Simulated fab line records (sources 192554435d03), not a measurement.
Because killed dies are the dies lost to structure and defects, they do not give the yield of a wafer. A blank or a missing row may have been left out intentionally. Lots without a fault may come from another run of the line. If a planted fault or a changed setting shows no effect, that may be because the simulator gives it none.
Which of the tools did it? || flow n5Finfet || Sampling: 12 lots, 36 wafers, 5 of 1938 route steps

WHAT EACH GAUGE READ, for each wafer
Not one reading of a measure or inspect step in the record can be checked against a usual standard deviation.

WHAT TOOL EACH LOT RAN ON (gives the tool, then ch and the chambers of the sampled wafers, and finally the start)
{"lot": "L608", "N5_BEOL_M5_ANNEAL_84": "pvdSputter-03, day 9 17:19", "N5_BEOL_M5_SPUTTER_90": "pvdSputter-03, day 9 19:24", "N5_BEOL_M6_CURE_74": "uvCure-03 ch 2, day 9 20:38", "N5_BEOL_M6_COAT_05": "lithoTrack-04 ch 0, day 9 21:34", "N5_PASSIVATION_PROBE_49": "prober-02, day 14 00:26"}
{"lot": "L609", "N5_BEOL_M5_ANNEAL_84": "pvdSputter-01, day 9 18:33", "N5_BEOL_M5_SPUTTER_90": "pvdSputter-01, day 9 20:39", "N5_BEOL_M6_CURE_74": "uvCure-01 ch 0, day 9 21:50", "N5_BEOL_M6_COAT_05": "lithoTrack-03 ch 0, day 10 00:23", "N5_PASSIVATION_PROBE_49": "prober-02, day 14 03:38"}
{"lot": "L610", "N5_BEOL_M5_ANNEAL_84": "pvdSputter-03, day 10 01:25", "N5_BEOL_M5_SPUTTER_90": "pvdSputter-03, day 10 03:30", "N5_BEOL_M6_CURE_74": "uvCure-02 ch 1, day 10 04:41", "N5_BEOL_M6_COAT_05": "lithoTrack-02 ch 0, day 10 05:59", "N5_PASSIVATION_PROBE_49": "prober-01, day 14 03:05"}
{"lot": "L614", "N5_BEOL_M5_ANNEAL_84": "pvdSputter-02, day 10 21:10", "N5_BEOL_M5_SPUTTER_90": "pvdSputter-02, day 10 23:16", "N5_BEOL_M6_CURE_74": "uvCure-03 ch 2, day 11 01:24", "N5_BEOL_M6_COAT_05": "lithoTrack-02 ch 0, day 11 03:44", "N5_PASSIVATION_PROBE_49": "prober-02, day 14 19:54"}
{"lot": "L612", "N5_BEOL_M5_ANNEAL_84": "pvdSputter-01, day 11 02:40", "N5_BEOL_M5_SPUTTER_90": "pvdSputter-01, day 11 04:46", "N5_BEOL_M6_CURE_74": "uvCure-03 ch 0, day 11 05:56", "N5_BEOL_M6_COAT_05": "lithoTrack-03 ch 0, day 11 09:54", "N5_PASSIVATION_PROBE_49": "prober-02, day 15 01:02"}
{"lot": "L611", "N5_BEOL_M5_ANNEAL_84": "pvdSputter-03, day 11 02:48", "N5_BEOL_M5_SPUTTER_90": "pvdSputter-03, day 11 04:53", "N5_BEOL_M6_CURE_74": "uvCure-01 ch 2, day 11 06:20", "N5_BEOL_M6_COAT_05": "lithoTrack-02 ch 0, day 11 09:55", "N5_PASSIVATION_PROBE_49": "prober-01, day 15 01:38"}
{"lot": "L615", "N5_BEOL_M5_ANNEAL_84": "pvdSputter-02, day 11 10:02", "N5_BEOL_M5_SPUTTER_90": "pvdSputter-02, day 11 12:07", "N5_BEOL_M6_CURE_74": "uvCure-01 ch 2, day 11 13:19", "N5_BEOL_M6_COAT_05": "lithoTrack-02 ch 0, day 11 16:12", "N5_PASSIVATION_PROBE_49": "prober-02, day 15 11:09"}
{"lot": "L619", "N5_BEOL_M5_ANNEAL_84": "pvdSputter-02, day 12 09:57", "N5_BEOL_M5_SPUTTER_90": "pvdSputter-02, day 12 12:02", "N5_BEOL_M6_CURE_74": "uvCure-01 ch 0, day 12 13:32", "N5_BEOL_M6_COAT_05": "lithoTrack-03 ch 0, day 12 16:19", "N5_PASSIVATION_PROBE_49": "prober-01, day 16 12:34"}
{"lot": "L620", "N5_BEOL_M5_ANNEAL_84": "pvdSputter-02, day 12 18:17", "N5_BEOL_M5_SPUTTER_90": "pvdSputter-02, day 12 20:22", "N5_BEOL_M6_CURE_74": "uvCure-01 ch 2, day 12 21:35", "N5_BEOL_M6_COAT_05": "lithoTrack-04 ch 0, day 12 23:40", "N5_PASSIVATION_PROBE_49": "prober-02, day 17 02:25"}
{"lot": "L627", "N5_BEOL_M5_ANNEAL_84": "pvdSputter-02, day 14 07:36", "N5_BEOL_M5_SPUTTER_90": "pvdSputter-02, day 14 09:42", "N5_BEOL_M6_CURE_74": "uvCure-02 ch 2, day 14 11:53", "N5_BEOL_M6_COAT_05": "lithoTrack-04 ch 0, day 14 13:59", "N5_PASSIVATION_PROBE_49": "prober-02, day 18 18:20"}
{"lot": "L629", "N5_BEOL_M5_ANNEAL_84": "pvdSputter-01, day 14 11:40", "N5_BEOL_M5_SPUTTER_90": "pvdSputter-01, day 14 13:46", "N5_BEOL_M6_CURE_74": "uvCure-02 ch 1, day 14 15:15", "N5_BEOL_M6_COAT_05": "lithoTrack-04 ch 0, day 14 18:33", "N5_PASSIVATION_PROBE_49": "prober-01, day 18 21:12"}
{"lot": "L628", "N5_BEOL_M5_ANNEAL_84": "pvdSputter-03, day 14 15:36", "N5_BEOL_M5_SPUTTER_90": "pvdSputter-03, day 14 17:58", "N5_BEOL_M6_CURE_74": "uvCure-03 ch 1, day 14 20:01", "N5_BEOL_M6_COAT_05": "lithoTrack-02 ch 0, day 14 22:18", "N5_PASSIVATION_PROBE_49": "prober-01, day 18 19:05"}
- N5_BEOL_M5_ANNEAL_84: time 1800 s.
- N5_BEOL_M5_SPUTTER_90: material Cu, target thk 4.5 nm, time 8.29 s.
- N5_BEOL_M6_CURE_74: cures SiCOH lowk, time 240 s.
- N5_BEOL_M6_COAT_05: resist thk 90 nm.
- N5_PASSIVATION_PROBE_49

AS READ BY THE TOOLS THEMSELVES (means over the sampled wafers that have a number; for cases with no such wafer, the mark the record gives instead)
N5_BEOL_M5_ANNEAL_84. Usual: heaterPowerW 826 W, standard deviation 87; susceptor_temp_C_max 401.0, standard deviation 0.42.
{"lot": "L608", "tool": "pvdSputter-03", "heaterPowerW (W)": 834, "susceptor_temp_C_max": 400.6, "flag": ""}
{"lot": "L609", "tool": "pvdSputter-01", "heaterPowerW (W)": 906, "susceptor_temp_C_max": 400.8, "flag": ""}
{"lot": "L610", "tool": "pvdSputter-03", "heaterPowerW (W)": 753, "susceptor_temp_C_max": 400.6, "flag": ""}
{"lot": "L614", "tool": "pvdSputter-02", "heaterPowerW (W)": 830, "susceptor_temp_C_max": 401.3, "flag": ""}
{"lot": "L612", "tool": "pvdSputter-01", "heaterPowerW (W)": 835, "susceptor_temp_C_max": 400.8, "flag": ""}
{"lot": "L611", "tool": "pvdSputter-03", "heaterPowerW (W)": 811, "susceptor_temp_C_max": 400.6, "flag": ""}
{"lot": "L615", "tool": "pvdSputter-02", "heaterPowerW (W)": 796, "susceptor_temp_C_max": 401.2, "flag": ""}
{"lot": "L619", "tool": "pvdSputter-02", "heaterPowerW (W)": 794, "susceptor_temp_C_max": 401.5, "flag": ""}
{"lot": "L620", "tool": "pvdSputter-02", "heaterPowerW (W)": 803, "susceptor_temp_C_max": 401.1, "flag": ""}
{"lot": "L627", "tool": "pvdSputter-02", "heaterPowerW (W)": 806, "susceptor_temp_C_max": 401.2, "flag": ""}
{"lot": "L629", "tool": "pvdSputter-01", "heaterPowerW (W)": 977, "susceptor_temp_C_max": 400.8, "flag": ""}
{"lot": "L628", "tool": "pvdSputter-03", "heaterPowerW (W)": 756, "susceptor_temp_C_max": 400.7, "flag": ""}

N5_BEOL_M5_SPUTTER_90. Usual: chamberPressurePa 0.07001 Pa, standard deviation 0.00016; throttleValvePct 30.2 %, standard deviation 1.
{"lot": "L608", "tool": "pvdSputter-03", "chamberPressurePa (Pa)": 0.06986, "throttleValvePct (%)": 29.9, "flag": ""}
{"lot": "L609", "tool": "pvdSputter-01", "chamberPressurePa (Pa)": 0.07019, "throttleValvePct (%)": 30.5, "flag": ""}
{"lot": "L610", "tool": "pvdSputter-03", "chamberPressurePa (Pa)": 0.07001, "throttleValvePct (%)": 30.4, "flag": ""}
{"lot": "L614", "tool": "pvdSputter-02", "chamberPressurePa (Pa)": 0.06997, "throttleValvePct (%)": 30.1, "flag": ""}
{"lot": "L612", "tool": "pvdSputter-01", "chamberPressurePa (Pa)": 0.07005, "throttleValvePct (%)": 30.5, "flag": ""}
{"lot": "L611", "tool": "pvdSputter-03", "chamberPressurePa (Pa)": 0.07001, "throttleValvePct (%)": 30.0, "flag": ""}
{"lot": "L615", "tool": "pvdSputter-02", "chamberPressurePa (Pa)": 0.06997, "throttleValvePct (%)": 29.1, "flag": ""}
{"lot": "L619", "tool": "pvdSputter-02", "chamberPressurePa (Pa)": 0.06983, "throttleValvePct (%)": 30.7, "flag": ""}
{"lot": "L620", "tool": "pvdSputter-02", "chamberPressurePa (Pa)": 0.07015, "throttleValvePct (%)": 29.0, "flag": ""}
{"lot": "L627", "tool": "pvdSputter-02", "chamberPressurePa (Pa)": 0.06996, "throttleValvePct (%)": 29.1, "flag": ""}
{"lot": "L629", "tool": "pvdSputter-01", "chamberPressurePa (Pa)": 0.07009, "throttleValvePct (%)": 30.0, "flag": ""}
{"lot": "L628", "tool": "pvdSputter-03", "chamberPressurePa (Pa)": 0.07018, "throttleValvePct (%)": 30.8, "flag": ""}

N5_BEOL_M6_CURE_74. Usual: lampPowerPct 52.31 %, standard deviation 0.054; wafer_temp_C_max 386.7, standard deviation 1.
{"lot": "L608", "tool": "uvCure-03", "lampPowerPct (%)": 52.36, "wafer_temp_C_max": 386.2, "flag": ""}
{"lot": "L609", "tool": "uvCure-01", "lampPowerPct (%)": 52.34, "wafer_temp_C_max": 387.9, "flag": ""}
{"lot": "L610", "tool": "uvCure-02", "lampPowerPct (%)": 52.30, "wafer_temp_C_max": 386.3, "flag": ""}
{"lot": "L614", "tool": "uvCure-03", "lampPowerPct (%)": 52.31, "wafer_temp_C_max": 385.7, "flag": ""}
{"lot": "L612", "tool": "uvCure-03", "lampPowerPct (%)": 52.32, "wafer_temp_C_max": 387.2, "flag": ""}
{"lot": "L611", "tool": "uvCure-01", "lampPowerPct (%)": 52.28, "wafer_temp_C_max": 385.9, "flag": ""}
{"lot": "L615", "tool": "uvCure-01", "lampPowerPct (%)": 52.28, "wafer_temp_C_max": 385.8, "flag": ""}
{"lot": "L619", "tool": "uvCure-01", "lampPowerPct (%)": 52.37, "wafer_temp_C_max": 388.2, "flag": ""}
{"lot": "L620", "tool": "uvCure-01", "lampPowerPct (%)": 52.32, "wafer_temp_C_max": 385.7, "flag": ""}
{"lot": "L627", "tool": "uvCure-02", "lampPowerPct (%)": 52.32, "wafer_temp_C_max": 388.1, "flag": ""}
{"lot": "L629", "tool": "uvCure-02", "lampPowerPct (%)": 52.29, "wafer_temp_C_max": 386.1, "flag": ""}
{"lot": "L628", "tool": "uvCure-03", "lampPowerPct (%)": 52.27, "wafer_temp_C_max": 385.7, "flag": ""}

N5_BEOL_M6_COAT_05. Usual: spinSpeedRpm at 1499.9 rpm, with a standard deviation of 0.93.
{"lot": "L608", "tool": "lithoTrack-04", "spinSpeedRpm (rpm)": 1501.0, "flag": ""}
{"lot": "L609", "tool": "lithoTrack-03", "spinSpeedRpm (rpm)": 1500.3, "flag": ""}
{"lot": "L610", "tool": "lithoTrack-02", "spinSpeedRpm (rpm)": 1500.0, "flag": ""}
{"lot": "L614", "tool": "lithoTrack-02", "spinSpeedRpm (rpm)": 1499.0, "flag": ""}
{"lot": "L612", "tool": "lithoTrack-03", "spinSpeedRpm (rpm)": 1500.4, "flag": ""}
{"lot": "L611", "tool": "lithoTrack-02", "spinSpeedRpm (rpm)": 1500.1, "flag": ""}
{"lot": "L615", "tool": "lithoTrack-02", "spinSpeedRpm (rpm)": 1498.5, "flag": ""}
{"lot": "L619", "tool": "lithoTrack-03", "spinSpeedRpm (rpm)": 1498.9, "flag": ""}
{"lot": "L620", "tool": "lithoTrack-04", "spinSpeedRpm (rpm)": 1500.7, "flag": ""}
{"lot": "L627", "tool": "lithoTrack-04", "spinSpeedRpm (rpm)": 1669.8, "flag": "OFF"}
{"lot": "L629", "tool": "lithoTrack-04", "spinSpeedRpm (rpm)": 1670.2, "flag": "OFF"}
{"lot": "L628", "tool": "lithoTrack-02", "spinSpeedRpm (rpm)": 1498.3, "flag": ""}

N5_PASSIVATION_PROBE_49. Usual: defectLimitedYield 91.2 %, standard deviation 1.5; killed_at_M0_to_M3 33, standard deviation 9.6; killed_at_M4_up 14, standard deviation 5.6; killedAtContacts 14, standard deviation 5.5; killedAtFrontEnd 40, standard deviation 13; killedAtOther 4, standard deviation 3; killedDies 104, standard deviation 17; killedOpen 68, standard deviation 13; killedShort 33, standard deviation 7.2; sort_bin_5_function 5.2 %, standard deviation 0.95; sort_bin_6_memory 3.3 %, standard deviation 0.62; sort_bin_8_speed 0.00 %, standard deviation 0.012; sortNPass 1076, standard deviation 17; sortYieldPct 91.2 %, standard deviation 1.5.
{"lot": "L608", "tool": "prober-02", "defectLimitedYield (%)": 92.0, "killed_at_M0_to_M3": 22, "killed_at_M4_up": 24, "killedAtContacts": 13, "killedAtFrontEnd": 32, "killedAtOther": 3, "killedDies": 95, "killedOpen": 62, "killedShort": 29, "sort_bin_5_function (%)": 4.7, "sort_bin_6_memory (%)": 2.9, "sort_bin_8_speed (%)": 0.00, "sortNPass": 1085, "sortYieldPct (%)": 92.0, "flag": ""}
{"lot": "L609", "tool": "prober-02", "defectLimitedYield (%)": 91.4, "killed_at_M0_to_M3": 34, "killed_at_M4_up": 11, "killedAtContacts": 12, "killedAtFrontEnd": 36, "killedAtOther": 8, "killedDies": 102, "killedOpen": 68, "killedShort": 34, "sort_bin_5_function (%)": 5.2, "sort_bin_6_memory (%)": 3.1, "sort_bin_8_speed (%)": 0.00, "sortNPass": 1078, "sortYieldPct (%)": 91.4, "flag": ""}
{"lot": "L610", "tool": "prober-01", "defectLimitedYield (%)": 89.5, "killed_at_M0_to_M3": 42, "killed_at_M4_up": 18, "killedAtContacts": 9, "killedAtFrontEnd": 54, "killedAtOther": 2, "killedDies": 124, "killedOpen": 86, "killedShort": 33, "sort_bin_5_function (%)": 6.4, "sort_bin_6_memory (%)": 3.6, "sort_bin_8_speed (%)": 0.00, "sortNPass": 1056, "sortYieldPct (%)": 89.5, "flag": ""}
{"lot": "L614", "tool": "prober-02", "defectLimitedYield (%)": 91.4, "killed_at_M0_to_M3": 39, "killed_at_M4_up": 16, "killedAtContacts": 9, "killedAtFrontEnd": 35, "killedAtOther": 1, "killedDies": 102, "killedOpen": 63, "killedShort": 36, "sort_bin_5_function (%)": 5.1, "sort_bin_6_memory (%)": 3.2, "sort_bin_8_speed (%)": 0.00, "sortNPass": 1078, "sortYieldPct (%)": 91.4, "flag": ""}
{"lot": "L612", "tool": "prober-02", "defectLimitedYield (%)": 91.5, "killed_at_M0_to_M3": 33, "killed_at_M4_up": 13, "killedAtContacts": 14, "killedAtFrontEnd": 34, "killedAtOther": 7, "killedDies": 101, "killedOpen": 60, "killedShort": 38, "sort_bin_5_function (%)": 4.7, "sort_bin_6_memory (%)": 3.3, "sort_bin_8_speed (%)": 0.00, "sortNPass": 1079, "sortYieldPct (%)": 91.5, "flag": ""}
{"lot": "L611", "tool": "prober-01", "defectLimitedYield (%)": 90.6, "killed_at_M0_to_M3": 27, "killed_at_M4_up": 15, "killedAtContacts": 24, "killedAtFrontEnd": 37, "killedAtOther": 7, "killedDies": 110, "killedOpen": 73, "killedShort": 35, "sort_bin_5_function (%)": 5.5, "sort_bin_6_memory (%)": 3.5, "sort_bin_8_speed (%)": 0.00, "sortNPass": 1070, "sortYieldPct (%)": 90.6, "flag": ""}
{"lot": "L615", "tool": "prober-02", "defectLimitedYield (%)": 90.8, "killed_at_M0_to_M3": 32, "killed_at_M4_up": 18, "killedAtContacts": 14, "killedAtFrontEnd": 40, "killedAtOther": 4, "killedDies": 108, "killedOpen": 73, "killedShort": 33, "sort_bin_5_function (%)": 5.6, "sort_bin_6_memory (%)": 3.2, "sort_bin_8_speed (%)": 0.00, "sortNPass": 1072, "sortYieldPct (%)": 90.8, "flag": ""}
{"lot": "L619", "tool": "prober-01", "defectLimitedYield (%)": 90.8, "killed_at_M0_to_M3": 26, "killed_at_M4_up": 9, "killedAtContacts": 12, "killedAtFrontEnd": 50, "killedAtOther": 10, "killedDies": 109, "killedOpen": 66, "killedShort": 35, "sort_bin_5_function (%)": 5.4, "sort_bin_6_memory (%)": 3.3, "sort_bin_8_speed (%)": 0.00, "sortNPass": 1071, "sortYieldPct (%)": 90.8, "flag": ""}
{"lot": "L620", "tool": "prober-02", "defectLimitedYield (%)": 92.3, "killed_at_M0_to_M3": 27, "killed_at_M4_up": 9, "killedAtContacts": 13, "killedAtFrontEnd": 39, "killedAtOther": 4, "killedDies": 91, "killedOpen": 57, "killedShort": 31, "sort_bin_5_function (%)": 4.3, "sort_bin_6_memory (%)": 2.9, "sort_bin_8_speed (%)": 0.00, "sortNPass": 1089, "sortYieldPct (%)": 92.3, "flag": ""}
{"lot": "L627", "tool": "prober-02", "defectLimitedYield (%)": 91.7, "killed_at_M0_to_M3": 30, "killed_at_M4_up": 12, "killedAtContacts": 4, "killedAtFrontEnd": 49, "killedAtOther": 3, "killedDies": 97, "killedOpen": 60, "killedShort": 32, "sort_bin_5_function (%)": 4.9, "sort_bin_6_memory (%)": 2.9, "sort_bin_8_speed (%)": 0.03, "sortNPass": 1082, "sortYieldPct (%)": 91.7, "flag": ""}
{"lot": "L629", "tool": "prober-01", "defectLimitedYield (%)": 92.9, "killed_at_M0_to_M3": 35, "killed_at_M4_up": 9, "killedAtContacts": 10, "killedAtFrontEnd": 24, "killedAtOther": 5, "killedDies": 83, "killedOpen": 50, "killedShort": 32, "sort_bin_5_function (%)": 4.3, "sort_bin_6_memory (%)": 2.4, "sort_bin_8_speed (%)": 0.00, "sortNPass": 1097, "sortYieldPct (%)": 92.9, "flag": ""}
{"lot": "L628", "tool": "prober-01", "defectLimitedYield (%)": 90.4, "killed_at_M0_to_M3": 27, "killed_at_M4_up": 13, "killedAtContacts": 12, "killedAtFrontEnd": 58, "killedAtOther": 3, "killedDies": 113, "killedOpen": 77, "killedShort": 32, "sort_bin_5_function (%)": 5.7, "sort_bin_6_memory (%)": 3.4, "sort_bin_8_speed (%)": 0.00, "sortNPass": 1067, "sortYieldPct (%)": 90.4, "flag": ""}

THE ANSWER, worked out from the rows above alone
Rule: lot off if the mean of its wafers having a number is beyond 3 standard deviations from the usual mean. Also off: a lot with no number at a reading for which 4 or more lots have one. Any other lot the step has rows for is counted as sound. Order of review: gauges by route order, followed by the tools' own readings, for which a lot's mean as printed above is used. At the first step where some lot is off, the reading lying furthest off is the one used; lots without a number count as furthest.
Off: L627, L629 (N5_BEOL_M6_COAT_05, spinSpeedRpm).
A tool fits if, at that step or a process step before it, it ran every lot that is off, and no sound lot after the first of them. This does not decide it: 2 tools fit, namely uvCure-02 at N5_BEOL_M6_CURE_74 and lithoTrack-04 at N5_BEOL_M6_COAT_05.

WHAT THE SIMULATOR HAD PUT IN
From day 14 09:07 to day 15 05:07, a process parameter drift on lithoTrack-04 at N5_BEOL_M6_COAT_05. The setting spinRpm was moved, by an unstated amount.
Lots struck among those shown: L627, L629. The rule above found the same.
